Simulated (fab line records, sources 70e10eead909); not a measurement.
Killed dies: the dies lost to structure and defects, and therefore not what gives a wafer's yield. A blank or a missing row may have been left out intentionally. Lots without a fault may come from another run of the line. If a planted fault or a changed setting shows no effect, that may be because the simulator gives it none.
Which of the tools did it? | flow nand-harc | 69 wafers from 23 lots sampled at 6 of the route's 1302 steps

## WHAT THE GAUGES SHOWED, per wafer
No reading from a measuring or inspecting step in the record can be judged against a usual standard deviation.

## EACH LOT AND THE TOOL THAT RAN IT (in order: tool; ch and the chambers of the sampled wafers; start)
lot  | NHARC_A_STAIRCASE_STRIP_171          | NHARC_A_STAIRCASE_TRIM_14                     | NHARC_A_STAIRCASE_DESCUM_186       | NHARC_A_STAIRCASE_STRIP_205          | NHARC_A_STAIRCASE_TRIM_226                    | NHARC_A_STAIRCASE_DESCUM_312
L075 | plasma-asher-02 ch 0,1, day 15 17:02 | rie-diel-04 ch 0,3, day 15 22:14 or earlier   | rie-diel-04 ch 1,2, day 15 22:14   | plasma-asher-01 ch 0,1, day 16 00:56 | rie-diel-03 ch 0,2,3, day 17 03:55 or earlier | rie-diel-11 ch 0,1,2, day 17 03:55
L074 | plasma-asher-02 ch 0,1, day 15 17:25 | rie-diel-11 ch 1,3, day 15 23:04 or earlier   | rie-diel-03 ch 0,2,3, day 15 23:04 | plasma-asher-01 ch 0,1, day 16 01:40 | rie-diel-03 ch 0,2,3, day 17 09:35 or earlier | rie-diel-11 ch 0,1,3, day 17 09:35
L077 | plasma-asher-02 ch 0,1, day 17 11:37 | rie-diel-04 ch 2,3, day 17 17:05 or earlier   | rie-diel-03 ch 0,1,2, day 17 17:05 | plasma-asher-02 ch 0,1, day 17 19:47 | rie-diel-04 ch 1,2, day 18 16:53 or earlier   | rie-diel-04 ch 0,2,3, day 18 16:53
L078 | plasma-asher-01 ch 0,1, day 17 11:38 | rie-diel-11 ch 0,1, day 17 16:58 or earlier   | rie-diel-04 ch 1,2,3, day 17 16:58 | plasma-asher-02 ch 0,1, day 17 20:30 | rie-diel-03 ch 1,2, day 18 17:35 or earlier   | rie-diel-11 ch 1,2, day 18 17:35
L079 | plasma-asher-02 ch 0,1, day 18 05:44 | rie-diel-11 ch 0,1,2, day 18 11:01 or earlier | rie-diel-04 ch 2,3, day 18 11:01   | plasma-asher-02 ch 0,1, day 18 14:02 | rie-diel-04 ch 1,2,3, day 19 15:06 or earlier | rie-diel-04 ch 0,2,3, day 19 15:06
L080 | plasma-asher-01 ch 0,1, day 18 06:12 | rie-diel-03 ch 0,1,2, day 18 11:37 or earlier | rie-diel-11 ch 0,1, day 18 11:37   | plasma-asher-01 ch 0,1, day 18 14:31 | rie-diel-03 ch 2,3, day 19 15:16 or earlier   | rie-diel-11 ch 0,1,2, day 19 15:16
L081 | plasma-asher-02 ch 0,1, day 18 14:19 | rie-diel-04 ch 0,2,3, day 18 19:50 or earlier | rie-diel-11 ch 0,1,3, day 18 19:50 | plasma-asher-01 ch 0,1, day 18 22:01 | rie-diel-03 ch 0,1,3, day 19 21:47 or earlier | rie-diel-11 ch 1,2,3, day 19 21:47
L082 | plasma-asher-02 ch 0,1, day 19 00:44 | rie-diel-03 ch 0,2, day 19 05:54 or earlier   | rie-diel-04 ch 1,2,3, day 19 05:54 | plasma-asher-02 ch 1, day 19 12:06   | rie-diel-03 ch 1,2,3, day 20 10:16 or earlier | rie-diel-11 ch 1,3, day 20 10:16
L086 | plasma-asher-01 ch 0,1, day 19 23:37 | rie-diel-03 ch 1,2, day 20 04:40 or earlier   | rie-diel-11 ch 2,3, day 20 04:40   | plasma-asher-01 ch 0,1, day 20 06:55 | rie-diel-04 ch 0,1, day 21 04:37 or earlier   | rie-diel-03 ch 0,1, day 21 04:37
L083 | plasma-asher-02 ch 0,1, day 20 01:17 | rie-diel-11 ch 0,2,3, day 20 06:34 or earlier | rie-diel-04 ch 0,1,2, day 20 06:34 | plasma-asher-02 ch 0,1, day 20 08:52 | rie-diel-11 ch 0,3, day 21 13:41 or earlier   | rie-diel-03 ch 0,1, day 21 13:41
L084 | plasma-asher-01 ch 0,1, day 20 01:37 | rie-diel-11 ch 0,1,2, day 20 07:35 or earlier | rie-diel-11 ch 1,2,3, day 20 07:35 | plasma-asher-01 ch 0,1, day 20 09:52 | rie-diel-11 ch 0,1,3, day 21 09:55 or earlier | rie-diel-04 ch 0,1,2, day 21 09:55
L085 | plasma-asher-02 ch 0,1, day 20 09:56 | rie-diel-04 ch 0,1,3, day 20 18:38 or earlier | rie-diel-11 ch 0,1, day 20 18:38   | plasma-asher-02 ch 0,1, day 20 20:54 | rie-diel-03 ch 1,3, day 22 02:20 or earlier   | rie-diel-03 ch 0,2,3, day 22 02:20
L087 | plasma-asher-01 ch 0,1, day 20 22:00 | rie-diel-04 ch 1,2,3, day 21 03:13 or earlier | rie-diel-03 ch 1,2,3, day 21 03:13 | plasma-asher-02 ch 0,1, day 21 05:22 | rie-diel-04 ch 0,1,3, day 22 13:55 or earlier | rie-diel-04 ch 0,2,3, day 22 13:55
L088 | plasma-asher-01 ch 0,1, day 21 13:37 | rie-diel-04 ch 0,1,3, day 21 18:36 or earlier | rie-diel-11 ch 1,2,3, day 21 18:36 | plasma-asher-01 ch 0,1, day 21 20:52 | rie-diel-03 ch 1,2,3, day 23 04:53 or earlier | rie-diel-04 ch 0,3, day 23 04:53
L089 | plasma-asher-02 ch 1, day 21 13:42   | rie-diel-03 ch 0,1,2, day 21 18:53 or earlier | rie-diel-03 ch 0,2, day 21 18:53   | plasma-asher-02 ch 0, day 21 21:07   | rie-diel-03 ch 0,2,3, day 23 06:41 or earlier | rie-diel-03 ch 1,3, day 23 06:41
L090 | plasma-asher-01 ch 0,1, day 22 02:55 | rie-diel-04 ch 0,2,3, day 22 08:06 or earlier | rie-diel-11 ch 0,1,2, day 22 08:06 | plasma-asher-01 ch 0,1, day 22 10:29 | rie-diel-04 ch 0,2,3, day 23 16:45 or earlier | rie-diel-03 ch 1,2,3, day 23 16:45
L091 | plasma-asher-02 ch 0,1, day 22 18:56 | rie-diel-11 ch 0,1,3, day 23 00:00 or earlier | rie-diel-04 ch 0,1,2, day 23 00:00 | plasma-asher-02 ch 0,1, day 23 02:10 | rie-diel-11 ch 0,1,2, day 24 06:31 or earlier | rie-diel-04 ch 0,1,2, day 24 06:31
L092 | plasma-asher-02 ch 0,1, day 22 19:13 | rie-diel-04 ch 2,3, day 23 00:26 or earlier   | rie-diel-11 ch 0,1,2, day 23 00:26 | plasma-asher-01 ch 0,1, day 23 05:27 | rie-diel-03 ch 0,2,3, day 24 08:23 or earlier | rie-diel-04 ch 0,1,2, day 24 08:23
L093 | plasma-asher-01 ch 0,1, day 23 13:09 | rie-diel-03 ch 2,3, day 23 18:26 or earlier   | rie-diel-03 ch 0,2, day 23 18:26   | plasma-asher-01 ch 0,1, day 23 20:47 | rie-diel-11 ch 1,3, day 24 20:26 or earlier   | rie-diel-03 ch 0,1, day 24 20:26
L095 | plasma-asher-02 ch 0,1, day 24 09:05 | rie-diel-04 ch 0,2,3, day 24 14:15 or earlier | rie-diel-11 ch 0,2,3, day 24 14:15 | plasma-asher-01 ch 0,1, day 24 16:25 | rie-diel-03 ch 0,1,3, day 25 13:21 or earlier | rie-diel-04 ch 0,1,2, day 25 13:21
L094 | plasma-asher-01 ch 0,1, day 24 09:29 | rie-diel-03 ch 0,1,2, day 24 14:39 or earlier | rie-diel-03 ch 0,1, day 24 14:39   | plasma-asher-02 ch 0,1, day 24 17:17 | rie-diel-11 ch 0,3, day 25 15:42 or earlier   | rie-diel-04 ch 0,3, day 25 15:42
L096 | plasma-asher-01 ch 0,1, day 24 18:03 | rie-diel-04 ch 0,1,2, day 24 23:17 or earlier | rie-diel-04 ch 0,1,2, day 24 23:17 | plasma-asher-01 ch 0,1, day 25 01:44 | rie-diel-03 ch 0,2,3, day 25 23:46 or earlier | rie-diel-03 ch 0,1,2, day 25 23:46
L097 | plasma-asher-01 ch 0,1, day 25 05:18 | rie-diel-04 ch 2,3, day 25 10:28 or earlier   | rie-diel-11 ch 1,2,3, day 25 10:28 | plasma-asher-02 ch 0,1, day 25 12:53 | rie-diel-04 ch 1,2,3, day 26 11:52 or earlier | rie-diel-03 ch 0,3, day 26 11:52
- NHARC_A_STAIRCASE_STRIP_171: strips in O2.
- NHARC_A_STAIRCASE_TRIM_14: chemistry O2, time 211.2 s.
- NHARC_A_STAIRCASE_DESCUM_186: chemistry O2, time 3 s.
- NHARC_A_STAIRCASE_STRIP_205: strips in O2.
- NHARC_A_STAIRCASE_TRIM_226: chemistry O2, time 211.2 s.
- NHARC_A_STAIRCASE_DESCUM_312: chemistry O2, time 3 s.

## WHAT THE TOOLS THEMSELVES READ (means of the sampled wafers that have a number; where no wafer has one, the mark that the record gives instead)
NHARC_A_STAIRCASE_STRIP_171. Usual: drypump-motor-current-A 6.03 A, standard deviation 0.13; heater-power-w 329 W, standard deviation 34.
lot  | tool            | drypump-motor-current-A (A) | heater-power-w (W) | flag
L075 | plasma-asher-02 | 5.99                        | 322                |
L074 | plasma-asher-02 | 6.00                        | 325                |
L077 | plasma-asher-02 | 5.93                        | 293                |
L078 | plasma-asher-01 | 6.10                        | 349                |
L079 | plasma-asher-02 | 5.92                        | 296                |
L080 | plasma-asher-01 | 6.09                        | 341                |
L081 | plasma-asher-02 | 5.92                        | 298                |
L082 | plasma-asher-02 | 6.01                        | 316                |
L086 | plasma-asher-01 | 6.08                        | 349                |
L083 | plasma-asher-02 | 6.02                        | 328                |
L084 | plasma-asher-01 | 6.11                        | 347                |
L085 | plasma-asher-02 | 5.92                        | 305                |
L087 | plasma-asher-01 | 6.10                        | 342                |
L088 | plasma-asher-01 | 6.10                        | 344                |
L089 | plasma-asher-02 | 6.13                        | 357                |
L090 | plasma-asher-01 | 6.10                        | 349                |
L091 | plasma-asher-02 | 5.92                        | 300                |
L092 | plasma-asher-02 | 6.03                        | 329                |
L093 | plasma-asher-01 | 6.10                        | 343                |
L095 | plasma-asher-02 | 5.90                        | 300                |
L094 | plasma-asher-01 | 6.11                        | 347                |
L096 | plasma-asher-01 | 6.09                        | 352                |
L097 | plasma-asher-01 | 6.10                        | 347                |

NHARC_A_STAIRCASE_TRIM_14. Usual: drypump-motor-current-A 5.6 A, standard deviation 0.37; oes-product-au 1.000 a.u., standard deviation 0.014; rf-vpp-V 57.8 V, standard deviation 0.97; showerhead-plenum-p-Torr 3.54 Torr, standard deviation 0.19; throttle-valve-pct 17.035 %, standard deviation 0.0087.
lot  | tool        | drypump-motor-current-A (A) | oes-product-au (a.u.) | rf-vpp-V (V) | showerhead-plenum-p-Torr (Torr) | throttle-valve-pct (%) | flag
L075 | rie-diel-04 | 5.4                         | 0.996                 | 56.9         | 3.29                            | 17.040                 |
L074 | rie-diel-11 | 5.9                         | 1.002                 | 57.5         | 3.50                            | 17.043                 |
L077 | rie-diel-04 | 5.3                         | 0.992                 | 58.2         | 3.45                            | 17.031                 |
L078 | rie-diel-11 | 5.7                         | 1.017                 | 56.6         | 3.36                            | 17.034                 |
L079 | rie-diel-11 | 5.8                         | 1.002                 | 57.9         | 3.38                            | 17.041                 |
L080 | rie-diel-03 | 5.6                         | 0.995                 | 58.0         | 3.49                            | 17.034                 |
L081 | rie-diel-04 | 5.4                         | 0.994                 | 57.5         | 3.54                            | 17.032                 |
L082 | rie-diel-03 | 5.8                         | 0.997                 | 57.3         | 3.59                            | 17.030                 |
L086 | rie-diel-03 | 5.8                         | 1.003                 | 57.4         | 3.32                            | 17.037                 |
L083 | rie-diel-11 | 5.4                         | 0.998                 | 57.8         | 3.43                            | 17.028                 |
L084 | rie-diel-11 | 5.8                         | 0.996                 | 57.8         | 3.37                            | 17.030                 |
L085 | rie-diel-04 | 5.6                         | 0.997                 | 57.7         | 3.61                            | 17.028                 |
L087 | rie-diel-04 | 5.5                         | 1.000                 | 57.7         | 3.51                            | 17.039                 |
L088 | rie-diel-04 | 5.6                         | 1.004                 | 57.9         | 3.61                            | 17.036                 |
L089 | rie-diel-03 | 5.7                         | 1.019                 | 58.3         | 3.65                            | 17.031                 |
L090 | rie-diel-04 | 5.4                         | 1.001                 | 58.3         | 3.52                            | 17.027                 |
L091 | rie-diel-11 | 5.6                         | 1.009                 | 57.7         | 3.43                            | 17.030                 |
L092 | rie-diel-04 | 5.3                         | 1.018                 | 57.5         | 3.36                            | 17.041                 |
L093 | rie-diel-03 | 6.2                         | 1.011                 | 58.1         | 3.67                            | 17.037                 |
L095 | rie-diel-04 | 5.4                         | 0.997                 | 58.0         | 3.69                            | 17.041                 |
L094 | rie-diel-03 | 5.7                         | 1.005                 | 57.3         | 3.64                            | 17.034                 |
L096 | rie-diel-04 | 5.7                         | 0.994                 | 59.2         | 3.66                            | 17.037                 |
L097 | rie-diel-04 | 5.3                         | 0.999                 | 58.5         | 3.69                            | 17.034                 |

NHARC_A_STAIRCASE_DESCUM_186. Usual: drypump-motor-current-A 5.6 A, standard deviation 0.37; oes-product-au 0.999 a.u., standard deviation 0.013; rf-vpp-V 57.8 V, standard deviation 0.83; showerhead-plenum-p-Torr 1.90 Torr, standard deviation 0.1; throttle-valve-pct 11.312 %, standard deviation 0.008.
lot  | tool        | drypump-motor-current-A (A) | oes-product-au (a.u.) | rf-vpp-V (V) | showerhead-plenum-p-Torr (Torr) | throttle-valve-pct (%) | flag
L075 | rie-diel-04 | 5.6                         | 1.015                 | 58.1         | 1.96                            | 11.311                 |
L074 | rie-diel-03 | 6.0                         | 0.998                 | 58.5         | 1.93                            | 11.311                 |
L077 | rie-diel-03 | 5.6                         | 1.004                 | 57.5         | 1.89                            | 11.313                 |
L078 | rie-diel-04 | 5.5                         | 0.988                 | 57.8         | 1.91                            | 11.313                 |
L079 | rie-diel-04 | 5.3                         | 1.005                 | 58.4         | 1.86                            | 11.314                 |
L080 | rie-diel-11 | 5.7                         | 0.996                 | 57.8         | 1.81                            | 11.316                 |
L081 | rie-diel-11 | 5.6                         | 0.997                 | 58.6         | 1.87                            | 11.316                 |
L082 | rie-diel-04 | 5.5                         | 0.983                 | 57.7         | 1.91                            | 11.311                 |
L086 | rie-diel-11 | 5.4                         | 0.995                 | 56.7         | 1.91                            | 11.313                 |
L083 | rie-diel-04 | 5.6                         | 0.985                 | 58.1         | 2.00                            | 11.306                 |
L084 | rie-diel-11 | 5.7                         | 1.006                 | 58.5         | 1.88                            | 11.326                 |
L085 | rie-diel-11 | 5.7                         | 0.996                 | 58.0         | 1.80                            | 11.309                 |
L087 | rie-diel-03 | 5.9                         | 1.008                 | 57.0         | 1.96                            | 11.312                 |
L088 | rie-diel-11 | 5.7                         | 1.011                 | 57.6         | 1.88                            | 11.309                 |
L089 | rie-diel-03 | 5.8                         | 1.010                 | 58.3         | 2.05                            | 11.306                 |
L090 | rie-diel-11 | 5.8                         | 1.005                 | 57.5         | 1.81                            | 11.307                 |
L091 | rie-diel-04 | 5.6                         | 0.990                 | 57.1         | 2.00                            | 11.311                 |
L092 | rie-diel-11 | 5.8                         | 1.002                 | 58.1         | 1.81                            | 11.316                 |
L093 | rie-diel-03 | 5.9                         | 1.015                 | 58.2         | 2.06                            | 11.315                 |
L095 | rie-diel-11 | 5.4                         | 0.985                 | 57.5         | 1.84                            | 11.310                 |
L094 | rie-diel-03 | 5.4                         | 0.998                 | 57.4         | 1.90                            | 11.310                 |
L096 | rie-diel-04 | 5.6                         | 0.990                 | 57.9         | 1.99                            | 11.314                 |
L097 | rie-diel-11 | 5.7                         | 0.998                 | 57.8         | 1.86                            | 11.314                 |

NHARC_A_STAIRCASE_STRIP_205. Usual: drypump-motor-current-A 6.03 A, standard deviation 0.13; heater-power-w 329 W, standard deviation 34.
lot  | tool            | drypump-motor-current-A (A) | heater-power-w (W) | flag
L075 | plasma-asher-01 | 6.10                        | 345                |
L074 | plasma-asher-01 | 6.10                        | 352                |
L077 | plasma-asher-02 | 6.01                        | 323                |
L078 | plasma-asher-02 | 5.91                        | 298                |
L079 | plasma-asher-02 | 5.91                        | 293                |
L080 | plasma-asher-01 | 6.11                        | 349                |
L081 | plasma-asher-01 | 6.10                        | 348                |
L082 | plasma-asher-02 | 6.10                        | 347                |
L086 | plasma-asher-01 | 6.11                        | 346                |
L083 | plasma-asher-02 | 5.90                        | 301                |
L084 | plasma-asher-01 | 6.10                        | 355                |
L085 | plasma-asher-02 | 6.03                        | 330                |
L087 | plasma-asher-02 | 6.01                        | 324                |
L088 | plasma-asher-01 | 6.11                        | 343                |
L089 | plasma-asher-02 | 5.81                        | 272                |
L090 | plasma-asher-01 | 6.09                        | 339                |
L091 | plasma-asher-02 | 6.02                        | 330                |
L092 | plasma-asher-01 | 6.11                        | 344                |
L093 | plasma-asher-01 | 6.10                        | 344                |
L095 | plasma-asher-01 | 6.11                        | 347                |
L094 | plasma-asher-02 | 6.02                        | 333                |
L096 | plasma-asher-01 | 6.11                        | 348                |
L097 | plasma-asher-02 | 5.92                        | 301                |

NHARC_A_STAIRCASE_TRIM_226. Usual: drypump-motor-current-A 5.7 A, standard deviation 0.4; oes-product-au 1.001 a.u., standard deviation 0.013; rf-vpp-V 57.9 V, standard deviation 0.96; showerhead-plenum-p-Torr 3.56 Torr, standard deviation 0.18; throttle-valve-pct 17.036 %, standard deviation 0.009.
lot  | tool        | drypump-motor-current-A (A) | oes-product-au (a.u.) | rf-vpp-V (V) | showerhead-plenum-p-Torr (Torr) | throttle-valve-pct (%) | flag
L075 | rie-diel-03 | 6.0                         | 0.997                 | 57.5         | 3.56                            | 17.033                 |
L074 | rie-diel-03 | 6.0                         | 1.000                 | 58.2         | 3.56                            | 17.030                 |
L077 | rie-diel-04 | 5.8                         | 0.988                 | 57.8         | 3.68                            | 17.041                 |
L078 | rie-diel-03 | 5.6                         | 1.003                 | 56.9         | 3.38                            | 17.035                 |
L079 | rie-diel-04 | 5.5                         | 0.987                 | 57.8         | 3.52                            | 17.040                 |
L080 | rie-diel-03 | 6.2                         | 0.993                 | 58.5         | 3.51                            | 17.036                 |
L081 | rie-diel-03 | 5.7                         | 1.003                 | 58.0         | 3.60                            | 17.037                 |
L082 | rie-diel-03 | 5.9                         | 1.003                 | 57.3         | 3.44                            | 17.030                 |
L086 | rie-diel-04 | 5.7                         | 0.989                 | 58.7         | 3.78                            | 17.032                 |
L083 | rie-diel-11 | 5.4                         | 1.002                 | 57.4         | 3.40                            | 17.037                 |
L084 | rie-diel-11 | 5.6                         | 1.005                 | 58.5         | 3.44                            | 17.033                 |
L085 | rie-diel-03 | 6.0                         | 0.992                 | 57.8         | 3.55                            | 17.038                 |
L087 | rie-diel-04 | 5.6                         | 0.995                 | 58.6         | 3.61                            | 17.040                 |
L088 | rie-diel-03 | 5.9                         | 1.002                 | 57.4         | 3.61                            | 17.038                 |
L089 | rie-diel-03 | 6.0                         | 1.017                 | 57.7         | 3.72                            | 17.032                 |
L090 | rie-diel-04 | 5.4                         | 1.012                 | 58.0         | 3.52                            | 17.036                 |
L091 | rie-diel-11 | 5.8                         | 1.007                 | 57.6         | 3.36                            | 17.033                 |
L092 | rie-diel-03 | 6.0                         | 1.004                 | 58.0         | 3.71                            | 17.031                 |
L093 | rie-diel-11 | 5.9                         | 1.013                 | 58.1         | 3.46                            | 17.039                 |
L095 | rie-diel-03 | 5.7                         | 0.993                 | 57.9         | 3.58                            | 17.036                 |
L094 | rie-diel-11 | 5.4                         | 0.993                 | 57.7         | 3.38                            | 17.034                 |
L096 | rie-diel-03 | 6.0                         | 1.011                 | 58.6         | 3.70                            | 17.036                 |
L097 | rie-diel-04 | 5.6                         | 0.995                 | 57.9         | 3.67                            | 17.043                 |

NHARC_A_STAIRCASE_DESCUM_312. Usual: drypump-motor-current-A 5.6 A, standard deviation 0.37; oes-product-au 1.000 a.u., standard deviation 0.013; rf-vpp-V 57.9 V, standard deviation 0.85; showerhead-plenum-p-Torr 1.94 Torr, standard deviation 0.1; throttle-valve-pct 11.310 %, standard deviation 0.0079.
lot  | tool        | drypump-motor-current-A (A) | oes-product-au (a.u.) | rf-vpp-V (V) | showerhead-plenum-p-Torr (Torr) | throttle-valve-pct (%) | flag
L075 | rie-diel-11 | 5.8                         | 1.010                 | 57.5         | 1.83                            | 11.311                 |
L074 | rie-diel-11 | 5.6                         | 1.009                 | 58.4         | 1.87                            | 11.309                 |
L077 | rie-diel-04 | 5.4                         | 0.994                 | 58.6         | 1.92                            | 11.310                 |
L078 | rie-diel-11 | 5.9                         | 0.998                 | 57.6         | 1.84                            | 11.310                 |
L079 | rie-diel-04 | 5.4                         | 1.002                 | 58.0         | 1.92                            | 11.312                 |
L080 | rie-diel-11 | 5.8                         | 1.000                 | 57.0         | 1.82                            | 11.312                 |
L081 | rie-diel-11 | 5.7                         | 1.002                 | 58.4         | 1.88                            | 11.313                 |
L082 | rie-diel-11 | 5.5                         | 1.003                 | 57.8         | 1.92                            | 11.304                 |
L086 | rie-diel-03 | 5.4                         | 0.996                 | 58.0         | 1.91                            | 11.312                 |
L083 | rie-diel-03 | 5.5                         | 1.007                 | 58.5         | 1.98                            | 11.317                 |
L084 | rie-diel-04 | 5.6                         | 0.987                 | 57.8         | 2.00                            | 11.309                 |
L085 | rie-diel-03 | 6.0                         | 1.011                 | 58.6         | 2.02                            | 11.305                 |
L087 | rie-diel-04 | 5.4                         | 1.011                 | 57.8         | 1.91                            | 11.313                 |
L088 | rie-diel-04 | 5.4                         | 1.003                 | 58.5         | 1.96                            | 11.314                 |
L089 | rie-diel-03 | 5.6                         | 0.991                 | 58.3         | 1.88                            | 11.309                 |
L090 | rie-diel-03 | 5.9                         | 1.001                 | 58.6         | 1.96                            | 11.313                 |
L091 | rie-diel-04 | 5.6                         | 0.991                 | 57.9         | 2.00                            | 11.312                 |
L092 | rie-diel-04 | 5.6                         | 0.993                 | 57.7         | 2.00                            | 11.311                 |
L093 | rie-diel-03 | 5.3                         | 1.001                 | 57.6         | 1.90                            | 11.312                 |
L095 | rie-diel-04 | 5.6                         | 1.000                 | 58.1         | 1.99                            | 11.308                 |
L094 | rie-diel-04 | 5.4                         | 0.999                 | 58.0         | 2.06                            | 11.317                 |
L096 | rie-diel-03 | 5.7                         | 1.007                 | 58.0         | 1.98                            | 11.304                 |
L097 | rie-diel-03 | 6.1                         | 1.005                 | 58.2         | 1.97                            | 11.305                 |

## THE ANSWER, worked out from the rows above alone
Rule: lot off if the mean of its wafers having a number is beyond 3 standard deviations from the usual mean. Also off: a lot with no number at a reading for which 4 or more lots have one. Where the step has rows for the other lots, those lots are counted as sound. After the gauges, taken in route order, come the tools' own readings; for these a lot's mean is taken, as printed above. The first step at which some lot is off is used, and at that step the reading that is off furthest; a lot without a number counts as furthest.
No lot is off on any of the readings shown, so nothing can be concluded from this.

## WHAT THE SIMULATOR HAD INSERTED
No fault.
